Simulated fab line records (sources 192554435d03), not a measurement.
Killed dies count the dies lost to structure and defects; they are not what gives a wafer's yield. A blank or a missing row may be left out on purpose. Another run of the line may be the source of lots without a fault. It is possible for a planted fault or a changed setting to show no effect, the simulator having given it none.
Comparing a struck lot with a sound one / flow n5Finfet / 40 steps out of a route of 1938
Sound: the wafers L785.2, L785.4, L785.6. Wafers struck: L793.4, L793.5, L793.6. At the end, the cause is stated.
For every step that has rows: the tool of each side, followed by ch and its chambers, followed by its first start. Under that, the readings that differ: sound wafers / struck wafers / difference of the means / sigmas: that difference in standard deviations of wafers without a fault.
alike: words and numbers the same on both sides, and readings whose means are apart by under 2 such deviations; not compared: readings that were withheld, readings missing a value for some wafer, numbers with overlapping values and no deviation given by the record, and bounds like >300 which may hide the same value.
Wherever a step has rows on one side only, a row that says differs or no value, or a row with sigmas, the two part there. When numbers do not overlap yet have no deviation, they are printed without sigmas and do not part them. A reading that every wafer of one side lacks parts them only if that side has two wafers or more.

first, 12 steps without rows for these wafers: N5_MOL_CONTACT_COAG_PRECLEAN_111 (cleans in NF3:NH3, afs cycles 1, time 20 s, sublimation time 60 s); N5_MOL_CONTACT_COAG_TI_SIL_19 (material Ti, target thk 4.2 nm, time 15 s); N5_MOL_CONTACT_COAG_ALD_20 (deposits TiN, target thk 1.5 nm, pulse time 1 s, purge time 3 s); N5_MOL_CONTACT_COAG_SIL_ANNEAL_21 (time 60 s); N5_MOL_CONTACT_COAG_PRE_CLEAN_141 (time 60 s); N5_MOL_CONTACT_COAG_SPUTTER_143 (material Co, target thk 2.5 nm); N5_MOL_CONTACT_COAG_CO_FILL_22 (material Co, precursor CCTBA/H2, target thk 20 nm); N5_MOL_CONTACT_COAG_ANNEAL_113 (time 300 s); N5_MOL_CONTACT_COAG_PRE_CLEAN_142 (time 60 s); N5_MOL_CONTACT_COAG_SPUTTER_130 (material Co, target thk 47.5 nm); N5_MOL_CONTACT_COAG_PRECLEAN_125 (cleans in DIW, time 57.5 s); N5_MOL_CONTACT_COAG_SRD_126 (dry time 32 s).
N5_MOL_CONTACT_COAG_CMP_23: polishes, stops on SiO2, t overpolish 1.5 s, target thk 0 nm.
  sound on cmp-02 ch 1,2,3, day 6 15:29; struck on cmp-02 ch 0,1, day 8 20:16
reading=headPressurePsi (psi); sound=1.992 2.006 1.996; struck=1.308 1.326 1.314; difference=-0.682; sigmas=-99 or more
reading=motorCurrentA (A); sound=8.4 8.3 7.3; struck=6.5 6.1 6.4; difference=-1.7; sigmas=-2
reading=model.SiNx_of_GATE_CUT_SAC_CAP_01.thkNm (nm); sound=18.2 18.2 18.2; struck=19.2 19.2 19; difference=+0.9; sigmas=
  alike: overpolishRunS, platenRpm, timeToEndpointS
  not compared: padLifeWafers
then, 3 steps without rows for these wafers: N5_MOL_CONTACT_COAG_WET_ETCH_26 (target Co, target depth 13 nm); N5_MOL_CONTACT_COAG_WET_ETCH_116 (etches the open film in SC1-inhibited, target depth 4.6 nm, rinse time 30 s); N5_MOL_CONTACT_COAG_ALD_27 (deposits SiOC, target thk 17 nm, pulse time 1.5 s, time 2720 s).
N5_MOL_CONTACT_COAG_CMP_28: polishes, stops on SiNx, t overpolish 0.85 s, target thk 14.522 nm.
  sound on cmp-02 ch 1,3, day 6 17:50; struck on cmp-02 ch 2,3, day 8 23:58
reading=model.SiNx_of_GATE_CUT_SAC_CAP_01.thkNm (nm); sound=17.8 17.8 18; struck=18.8 18.8 18.6; difference=+0.9; sigmas=
  alike: headPressurePsi, motorCurrentA, platenRpm, timeToEndpointS
  not compared: padLifeWafers
N5_MOL_CONTACT_COAG_THK_MEAS_29:
  sound on filmMetro-01 at day 6 18:08; struck on filmMetro-01 at day 9 00:16
reading=MD_CAP_THK (nm); sound=17.85 17.81 17.91; struck=18.76 18.80 18.69; difference=+0.89; sigmas=+10
then, 19 steps without rows for these wafers: N5_MOL_CONTACT_COAG_ALD_123 (deposits SiNx, target thk 5 nm, pulse time 1 s, purge time 2 s); N5_MOL_CONTACT_COAG_PECVD_31 (deposits SiO2 from TEOS/O2, target thk 46 nm, time 8.9 s); N5_MOL_CONTACT_COAG_COAT_75 (time 60 s, resist thk 60 nm); N5_MOL_CONTACT_COAG_COAT_76 (time 60 s, resist thk 10 nm); N5_MOL_CONTACT_COAG_COAT_77 (time 60 s, resist thk 10 nm); N5_MOL_CONTACT_COAG_COAT_78 (resist thk 40 nm); N5_MOL_CONTACT_COAG_EBR_80; N5_MOL_CONTACT_COAG_SOFTBAKE_79 (time 60 s); N5_MOL_CONTACT_COAG_EXPOSE_81 (exposes mask VG, defocus 0 nm); N5_MOL_CONTACT_COAG_PEB_82 (peb time 60 s); N5_MOL_CONTACT_COAG_DEVELOP_83 (develop time 30 s); N5_MOL_CONTACT_COAG_DESCUM_88 (chemistry O2, time 7 s); N5_MOL_CONTACT_COAG_ETCH_89 (etches underlayer in N2/H2, target depth 13 nm, time 10.4 s); N5_MOL_CONTACT_COAG_ETCH_90 (etches SiARC in CF4, target depth 13 nm, time 21.7 s); N5_MOL_CONTACT_COAG_ALD_131 (deposits SiO2, target thk 5 nm, pulse time 1 s, co reactant pulse time 1 s); N5_MOL_CONTACT_COAG_ETCHBACK_132 (etches SiO2 in CHF3, target depth 10 nm, time 6.7 s); N5_MOL_CONTACT_COAG_ETCH_91 (etches SOC in N2/H2, target depth 60 nm, overetch 21 nm, time 101.2 s); N5_MOL_CONTACT_COAG_STRIP_92 (strips in N2/H2); N5_MOL_CONTACT_COAG_STRIP_93 (strips in N2/H2).
N5_MOL_CONTACT_COAG_ETCH_47: etches SiNx in CH3F/O2, stops on W, target depth 27 nm.
  sound on rieDiel-05 ch 0,1,3, day 6 20:34; struck on rieDiel-06 ch 0,3, day 9 02:19
reading=etchRfOnTimeS (s); sound=31.1 31.1 31.6; struck=32.4 32.8 32.1; difference=+1.2; sigmas=+3
reading=model.etch.tClearS (s); sound=25.92 25.87 26.31; struck=27.01 27.3 26.73; difference=+0.98; sigmas=
reading=model.MOL_CONTACT_COAG.featureDepthNm (nm); sound=18.4 18.4 18.4; struck=19.4 19.4 19.2; difference=+0.9; sigmas=
reading=model.etch.depthNm (nm); sound=17.85 17.81 17.91; struck=18.75 18.79 18.65; difference=+0.87; sigmas=
  alike: drypumpMotorCurrentA, oes_o_777_au, oesProductAu, rfVppV, showerheadPlenumPTorr, throttleValvePct
  not compared: rfHoursCounterH
-- the record jumps here: 3 days lie between the struck wafers' starts before and after (it left off in module MOL_CONTACT_COAG and takes up again in module BEOL_M4, whose first step shown is number 1111 of the route) --
N5_BEOL_M4_RC_MEAS_101:
  sound on prober-01 ch 0, day 9 15:56; struck on prober-01 ch 0, day 12 05:05
reading=SS_N (mV/dec); sound=70.3 70.3 71.3; struck=71.5 71.8 71.8; difference=+1.1; sigmas=+2
  alike: DIBL_N, DIBL_P, IOFF_N, IOFF_P, ION_N, ION_P, SS_P, VT_N, VT_P
N5_PASSIVATION_PROBE_49:
  rows exist in the record for the sound wafers here (prober-01, day 14 04:43), none for the struck ones

## WHERE THEY PART
Last at N5_PASSIVATION_PROBE_49 as far as this record goes, first at N5_MOL_CONTACT_COAG_CMP_23.

WHY: whatever the simulator had introduced
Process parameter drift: cmp-02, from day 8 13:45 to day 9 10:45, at N5_MOL_CONTACT_COAG_CMP_23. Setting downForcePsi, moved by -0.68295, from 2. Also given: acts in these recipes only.
